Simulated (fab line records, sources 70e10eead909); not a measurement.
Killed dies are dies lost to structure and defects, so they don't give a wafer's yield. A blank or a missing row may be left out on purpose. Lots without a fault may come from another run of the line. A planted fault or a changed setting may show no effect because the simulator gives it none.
A struck lot beside a sound one | flow nand_harc | 13 steps out of a route of 1302
Sound: wafers L868.3, L868.4, L868.5. Struck: wafer L887.6. (L887.1, L887.4 of the same lot were not struck and are left out.) The cause comes at the end.
At each step with rows: each side's tool, then ch and its chambers, then its first start. Under that, the readings that differ: sound wafers | struck wafers | difference of the means | sigmas: that difference in standard deviations of wafers without a fault.
alike: readings whose means differ by less than 2 such deviations, and words and numbers that are the same on both sides. not compared: withheld readings, readings that some wafer has no value for, bounds like >300 that may hide the same value, and numbers for which the record gives no deviation and whose values overlap.
The two part at a step that has a row with sigmas, a row that says differs or no value, or rows on one side only. Numbers that don't overlap but have no deviation are shown without sigmas and don't part them. A reading that every wafer of one side lacks parts them only if that side has two wafers or more.

first, 3 steps without rows for these wafers: NHARC_A_STAIRCASE_PEB_215 (peb time 130 s); NHARC_A_STAIRCASE_DEVELOP_216 (time 140 s); NHARC_A_STAIRCASE_HARDBAKE_218 (time 140 s).
NHARC_A_STAIRCASE_DESCUM_219: chemistry O2, time 3 s.
  sound on rie_diel-03 ch 0,1,3, day 17 02:08; struck on rie_diel-03 ch 1, day 25 04:01
  reading      | sound          | struck | difference | sigmas
  rf_vpp_V (V) | 59.3 59.1 57.7 | 56.9   | -1.8       | -2
  alike: chamber_pressure_mTorr, drypump_motor_current_A, oes_product_au, showerhead_plenum_p_Torr, throttle_valve_pct
  not compared: rf_hours_counter_h
NHARC_A_STAIRCASE_TRIM_220: chemistry O2, time 211.2 s.
  sound on rie_diel-03 ch 0,1,3, day 17 02:14; struck on rie_diel-03 ch 0, day 25 04:08
  alike: chamber_pressure_mTorr, drypump_motor_current_A, oes_product_au, rf_vpp_V, showerhead_plenum_p_Torr, throttle_valve_pct
  not compared: rf_hours_counter_h
then, 1 step without rows for these wafers: NHARC_A_STAIRCASE_ETCH_221 (etches the open film in C4F8/O2, target depth 100 nm, time 40.5 s).
NHARC_A_STAIRCASE_TRIM_222: chemistry O2, time 211.2 s.
  sound on rie_diel-03 ch 1,2,3; struck on rie_diel-03 ch 0
  alike: chamber_pressure_mTorr, drypump_motor_current_A, oes_product_au, rf_vpp_V, showerhead_plenum_p_Torr, throttle_valve_pct
  not compared: rf_hours_counter_h
then, 1 step without rows for these wafers: NHARC_A_STAIRCASE_ETCH_223 (etches the open film in C4F8/O2, target depth 100 nm, time 40.5 s).
NHARC_A_STAIRCASE_TRIM_224: chemistry O2, time 211.2 s.
  sound on rie_diel-03 ch 1,2; struck on rie_diel-03 ch 2
  alike: chamber_pressure_mTorr, drypump_motor_current_A, oes_product_au, rf_vpp_V, showerhead_plenum_p_Torr, throttle_valve_pct
  not compared: rf_hours_counter_h
then, 1 step without rows for these wafers: NHARC_A_STAIRCASE_ETCH_225 (etches the open film in C4F8/O2, target depth 100 nm, time 40.5 s).
NHARC_A_STAIRCASE_TRIM_226: chemistry O2, time 211.2 s.
  sound on rie_diel-03 ch 2,3; struck on rie_diel-03 ch 3
  alike: chamber_pressure_mTorr, drypump_motor_current_A, oes_product_au, rf_vpp_V, showerhead_plenum_p_Torr, throttle_valve_pct
  not compared: rf_hours_counter_h
NHARC_A_STAIRCASE_ETCH_227: etches the open film in C4F8/O2, target depth 100 nm, time 40.5 s.
  sound on rie_diel-03 ch 0,3, day 17 03:03; struck on rie_diel-03 ch 0, day 25 05:08
  reading               | sound             | struck | difference | sigmas
  oes_product_au (a.u.) | 0.956 0.946 0.944 | 1.102  | +0.153     | +16
  alike: chamber_pressure_mTorr, rf_vpp_V
  not compared: rf_hours_counter_h
-- the record jumps here: 8 days lie between the struck wafers' starts before and after (it left off in module A_STAIRCASE and takes up again in module END, whose first step shown is number 1302 of the route) --
NHARC_END_SORT_01:
  the record has rows for the struck wafers here (prober-01 ch 0, day 33 08:26) and none for the sound ones

WHERE THEY PART
First at NHARC_A_STAIRCASE_DESCUM_219; last, within this record, at NHARC_END_SORT_01.

WHY: what the simulator had put in
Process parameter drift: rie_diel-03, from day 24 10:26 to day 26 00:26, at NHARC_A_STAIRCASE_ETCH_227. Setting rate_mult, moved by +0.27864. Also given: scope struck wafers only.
